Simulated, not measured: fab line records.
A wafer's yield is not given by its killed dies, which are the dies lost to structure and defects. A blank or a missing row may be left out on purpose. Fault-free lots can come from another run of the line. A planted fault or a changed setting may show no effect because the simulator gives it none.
Matching of chambers | flow n5-finfet | ald-sin-02 running N5_SPACER0_ALD_00: 4 sister chambers
The step deposits SiOCN, target thk 3.5 nm, pulse time 3 s, purge time 2 s. 4 wafers are shown with their chamber, then 7 later ones without.

EACH WAFER AND ITS CHAMBER
wafer  | chamber | heater-power-w (W)
L092.2 | 2       | 900
L092.3 | 1       | 783
L092.4 | 3       | 759
L092.5 | 0       | 801

WAFERS WHOSE CHAMBER IS MISSING
wafer  | heater-power-w (W)
L092.6 | 790
L093.2 | 917
L093.4 | 765
L093.6 | 934
L095.1 | 801
L095.4 | 782
L095.6 | 779

CHAMBER TAKEN BY EACH
wafer  | from the rows above          | in truth
L092.6 | can't be placed: 1 or 0 or 3 | 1
L093.2 | 2                            | 2
L093.4 | can't be placed: 3 or 1      | 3
L093.6 | 2                            | 2
L095.1 | can't be placed: 0 or 1      | 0
L095.4 | can't be placed: 1 or 0 or 3 | 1
L095.6 | can't be placed: 1 or 3 or 0 | 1
Placed correctly: 2 of 7. Not placeable from these rows: 5 (in 5, the candidates include the true chamber). Number placed wrongly: 0.
How it was worked out, from the rows above alone: a wafer's distance from a chamber is the root of the sum, over the readings, of the square of ((its reading less the chamber's mean) divided by the reading's scatter). The wafer belongs to the nearest chamber; if the next one is less than 2 further off, it can't be placed. A chamber's mean is the mean of its shown wafers. The scatter: with one shown wafer a chamber, the root of the mean of the squares of how far each hidden wafer lies from its nearest shown one.
